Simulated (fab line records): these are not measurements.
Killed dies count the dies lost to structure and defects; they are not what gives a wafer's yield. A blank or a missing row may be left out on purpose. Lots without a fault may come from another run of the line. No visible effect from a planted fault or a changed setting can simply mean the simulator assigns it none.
Matching of chambers | flow n5Finfet | 4 sister chambers for N5_BEOL_M10_ALD_74 on aldMetal-02
The step deposits TaN, target thk 2 nm, pulse time 2 s, purge time 3 s. 8 wafers are shown with their chamber, then 12 later ones without.

## EACH WAFER AND ITS CHAMBER
wafer  | chamber | heaterPowerW (W) | heaterPowerOuterW (W)
L082.1 | 2       | 383              | 222
L091.1 | 2       | 380              | 224
L093.1 | 0       | 399              | 218
L093.3 | 3       | 387              | 211
L093.4 | 1       | 412              | 227
L092.1 | 0       | 395              | 212
L092.2 | 3       | 387              | 212
L092.5 | 1       | 416              | 225

## WAFERS WHOSE CHAMBER IS MISSING
wafer  | heaterPowerW (W) | heaterPowerOuterW (W)
L095.1 | 388              | 217
L095.2 | 390              | 228
L095.3 | 403              | 229
L094.2 | 395              | 222
L094.3 | 407              | 227
L094.6 | 373              | 233
L096.1 | 392              | 211
L096.4 | 410              | 229
L096.5 | 391              | 218
L097.2 | 386              | 215
L097.4 | 386              | 230
L097.5 | 378              | 226

## WHICH CHAMBER EACH WENT THROUGH
wafer  | from the rows above          | in truth
L095.1 | can't be placed: 3 or 2 or 0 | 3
L095.2 | can't be placed: 2 or 0      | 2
L095.3 | can't be placed: 1 or 0      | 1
L094.2 | 0                            | 0
L094.3 | 1                            | 1
L094.6 | 2                            | 2
L096.1 | can't be placed: 3 or 0      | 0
L096.4 | 1                            | 1
L096.5 | can't be placed: 0 or 3 or 2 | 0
L097.2 | 3                            | 3
L097.4 | 2                            | 2
L097.5 | 2                            | 2
Placed correctly: 7 of 12. Unplaceable from these rows: 5, with the true chamber sitting among the candidates in 5. Placed wrongly: 0.
How it was worked out, from the rows above alone: a wafer's distance from a chamber is the root of the sum, over the readings, of the square of ((its reading less the chamber's mean) divided by the reading's scatter). If the next closest chamber is less than 2 further off than the closest, the wafer can't be placed; otherwise it belongs to the closest. A chamber's mean is the mean of its shown wafers. How the scatter is found: for the shown wafers, subtract from each reading the mean of its chamber, square and add these, divide the total by (wafers less chambers), then take the root.
